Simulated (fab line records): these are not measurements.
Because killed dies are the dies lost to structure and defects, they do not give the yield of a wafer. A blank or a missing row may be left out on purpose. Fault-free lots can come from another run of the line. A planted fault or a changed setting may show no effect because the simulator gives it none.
The tool behind it: which one? -- flow nand_harc -- 6 lots, 18 wafers sampled, at 2 steps of a route of 1159

== WHAT THE GAUGES READ, wafer by wafer ==
NHARC_A_ONON_D1_THK_MEAS_30: measures by ellipsometry.
lot,measured,on,thk_nm (nm)
L442,day 8 17:10,film_metro-01,989 990 988
L445,day 9 09:50,film_metro-02,1000 1002 1001
L450,day 10 05:04,film_metro-01,1002 998 999
L452,day 10 17:04,film_metro-02,995 992 993
L458,day 12 04:37,film_metro-02,1512 1512 1512 1514 1513 1511
L461,day 13 04:23,film_metro-01,977 977 977

== TOOL THAT RAN EACH LOT (tool first, then ch and the chambers of the sampled wafers, then the start) ==
lot,NHARC_A_ONON_D1_DEP_28
L442,"pecvd_onon-01 ch 0, day 8 16:41"
L445,"pecvd_onon-03 ch 0, day 9 09:23"
L450,"pecvd_onon-01 ch 0, day 10 04:40"
L452,"pecvd_onon-01 ch 0, day 10 16:40"
L458,"pecvd_onon-03 ch 0, day 12 04:06"
L461,"pecvd_onon-02 ch 0, day 13 03:59"
- NHARC_A_ONON_D1_DEP_28: target thk 1000 nm.

== THE ANSWER, worked out from the rows above alone ==
Rule: usual is defined by the lots themselves. The widest of any qualifying gaps counts: lots, ordered by their means at a reading, are off when they make up no more than a third of the lots, leave a main group of 4 or more, and stand apart from it by 3 or more times the standard deviation of that group's means. If all means in a main group match to the digits the tables above print for the reading, that group is not used. A lot without any number at a reading at which 4 lots or more have one is off too. The other lots that the step has rows for count as sound.
Off: L458 (NHARC_A_ONON_D1_THK_MEAS_30, thk_nm). Main group: mean 992 nm, sd 8.7.
A tool fits if, at a process step before that reading, it ran every lot that is off, and no sound lot after the first of them. Those tools and the gauges at NHARC_A_ONON_D1_THK_MEAS_30 are tried in the same way. Undecided on this evidence; 2 tools fit (pecvd_onon-03 at NHARC_A_ONON_D1_DEP_28, film_metro-02 at NHARC_A_ONON_D1_THK_MEAS_30).

== WHAT HAD BEEN PUT IN BY THE SIMULATOR ==
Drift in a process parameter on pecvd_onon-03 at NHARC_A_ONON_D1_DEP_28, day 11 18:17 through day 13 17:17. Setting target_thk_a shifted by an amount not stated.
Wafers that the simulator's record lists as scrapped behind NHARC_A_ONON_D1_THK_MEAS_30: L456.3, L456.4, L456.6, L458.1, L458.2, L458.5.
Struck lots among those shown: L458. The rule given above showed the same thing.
